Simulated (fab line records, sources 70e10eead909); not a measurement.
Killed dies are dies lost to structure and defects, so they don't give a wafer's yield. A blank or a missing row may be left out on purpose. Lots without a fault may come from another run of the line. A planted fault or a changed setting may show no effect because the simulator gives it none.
Which tool did it? | flow nand_harc | 11 lots, 31 wafers sampled, at 1 step of a route of 1302

WHAT THE GAUGES READ, wafer by wafer
NHARC_P_START_INSPECT_01.
lot  | measured     | on                | raw_defect_count
L725 | day 1 20:02  | defect_inspect-01 | 5 4 3
L728 | day 3 02:02  | defect_inspect-02 | 9
L737 | day 6 20:02  | defect_inspect-02 | 2 2 1
L738 | day 7 06:02  | defect_inspect-01 | 1 3 1
L739 | day 7 16:02  | defect_inspect-02 | 4 4 5
L742 | day 8 22:02  | defect_inspect-02 | 4 4 4
L743 | day 9 08:03  | defect_inspect-01 | 2 2 2
L744 | day 9 18:02  | defect_inspect-01 | 3 4 5
L745 | day 10 04:02 | defect_inspect-02 | 4 2 6
L747 | day 11 00:02 | defect_inspect-01 | 2 3 2
L748 | day 11 10:02 | defect_inspect-01 | 4 2 3

WHICH TOOL RAN EACH LOT (tool, then ch and the chambers of the sampled wafers, then the start)
The record holds no process step before these readings.

THE ANSWER, worked out from the rows above alone
Rule: what is usual is taken from the lots themselves. Put in order of their means at a reading, lots are off if they are a third of the lots or fewer, leave a main group of 4 or more, and stand apart from it by a gap of 3 or more times the standard deviation of the main group's means; of several such gaps the widest counts. A main group whose means are all the same, to the digits that the tables above print for the reading, isn't used. A lot without any number at a reading at which 4 lots or more have one is off too. The other lots that the step has rows for count as sound.
Off: L728, at NHARC_P_START_INSPECT_01 (raw_defect_count). The main group: mean 3.1, standard deviation 1.
A tool fits if, at a process step before that reading, it ran every lot that is off, and no sound lot after the first of them. The gauges at NHARC_P_START_INSPECT_01 are tried like those tools. None of those tried fits.

WHAT THE SIMULATOR HAD PUT IN
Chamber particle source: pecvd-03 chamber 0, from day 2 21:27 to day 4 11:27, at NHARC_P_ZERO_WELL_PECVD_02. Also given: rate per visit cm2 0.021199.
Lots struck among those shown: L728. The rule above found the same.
